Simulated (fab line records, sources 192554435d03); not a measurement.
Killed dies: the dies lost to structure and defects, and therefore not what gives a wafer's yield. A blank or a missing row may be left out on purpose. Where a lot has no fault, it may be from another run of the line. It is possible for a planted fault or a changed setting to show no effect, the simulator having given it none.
Comparing a struck lot with a sound one :: flow n5 finfet :: 21 out of 1938 route steps
Sound: wafers L681.2, L681.5, L681.6. The struck wafers were L679.2, L679.3, L679.5. The cause is given at the end.
Each step with rows lists, per side, the tool, then ch with its chambers, then its first start. Under that, the readings that differ: sound wafers :: struck wafers :: difference of the means :: sigmas: that difference in standard deviations of wafers without a fault.
alike: a reading whose means differ by less than 2 such deviations, as well as words and numbers matching on both sides. not compared: withheld readings; readings where some wafer has no value; bounds like >300 that might hide an equal value; numbers whose values overlap and for which the record gives no deviation.
The two part at a step that has a row with sigmas, a row that says differs or no value, or rows on one side only. Numbers that have no deviation but don't overlap get no sigmas and don't part them. Lack of a reading on every wafer of one side parts them only where that side has two or more wafers.

first, 9 steps without rows for these wafers: N5_BEOL_M0_SAQP_DEVELOP_39 (develop time 30 s); N5_BEOL_M0_SAQP_DESCUM_45 (chemistry O2, time 7 s); N5_BEOL_M0_SAQP_ETCH_88 (etches underlayer in N2/H2, target depth 6.5 nm, time 5.2 s); N5_BEOL_M0_SAQP_ETCH_73 (etches SiARC in CF4, target depth 19.5 nm, time 32.5 s); N5_BEOL_M0_SAQP_CUT_ETCH_46 (etches SOC in N2/H2, target depth 135 nm, overetch 27 nm, time 202.5 s); N5_BEOL_M0_SAQP_STRIP_74 (strips in N2/H2); N5_BEOL_M0_SAQP_STRIP_89 (strips in N2/H2); N5_BEOL_M0_SAQP_ALD_48 (deposits SiO2, target thk 20 nm, pulse time 1 s, co reactant pulse time 1 s); N5_BEOL_M0_SAQP_ETCH_49 (etches SiO2 in CF4/O2, target depth 37 nm).
N5_BEOL_M0_SAQP_STRIP_75: strips in CF4.
  sound on rie diel-06 ch 0,3, day 10 11:38; struck on rie diel-03 ch 1,2,3, day 10 01:43
  alike: cf4 flow sccm, drypump motor current A, oes product au, rf vpp V, showerhead plenum p Torr, throttle valve pct
  not compared: rf hours counter h
then, 7 steps without rows for these wafers: N5_BEOL_M0_CUTY_COAT_50 (time 60 s, resist thk 15 nm); N5_BEOL_M0_CUTY_COAT_51 (resist thk 150 nm); N5_BEOL_M0_CUTY_EBR_52; N5_BEOL_M0_CUTY_SOFTBAKE_53 (time 60 s); N5_BEOL_M0_CUTY_EXPOSE_54 (exposes mask M0 ABLK); N5_BEOL_M0_CUTY_PEB_55 (peb time 60 s); N5_BEOL_M0_CUTY_DEVELOP_56 (develop time 30 s).
N5_BEOL_M0_CUTY_INSPECT_59: inspects for defects (macro).
  sound on defect inspect-01 at day 10 11:57; struck on defect inspect-01 at day 10 02:09
reading: raw defect count
sound: 1 3 2
struck: 281 262 289
difference: +275
sigmas: +99 or more
then, 1 step without rows for these wafers: N5_BEOL_M0_CUTY_DESCUM_61 (chemistry O2, time 7.9 s).
-- the record jumps here: 2 days lie between the struck wafers' starts before and after (it left off in module BEOL_M0_CUTY and takes up again in module BEOL_M4, whose first step shown is number 1111 of the route) --
N5_BEOL_M4_RC_MEAS_101:
  sound on prober-02 ch 0, day 12 21:55; struck on prober-02 ch 0, day 12 08:04
  alike: DIBL_N, DIBL_P, IOFF_N, IOFF_P, ION_N, ION_P, SS_N, SS_P, VT_N, VT_P
-- the record jumps here: 4 days lie between the struck wafers' starts before and after (it left off in module BEOL_M4 and takes up again in module PASSIVATION, whose first step shown is number 1936 of the route) --
N5_PASSIVATION_PROBE_49:
  rows exist in the record for the struck wafers here (prober-01, day 16 14:26), but not for the sound ones

WHERE THEY PART
Earliest at N5_BEOL_M0_CUTY_INSPECT_59; latest, in this record, at N5_PASSIVATION_PROBE_49.

WHY: what had been put in by the simulator
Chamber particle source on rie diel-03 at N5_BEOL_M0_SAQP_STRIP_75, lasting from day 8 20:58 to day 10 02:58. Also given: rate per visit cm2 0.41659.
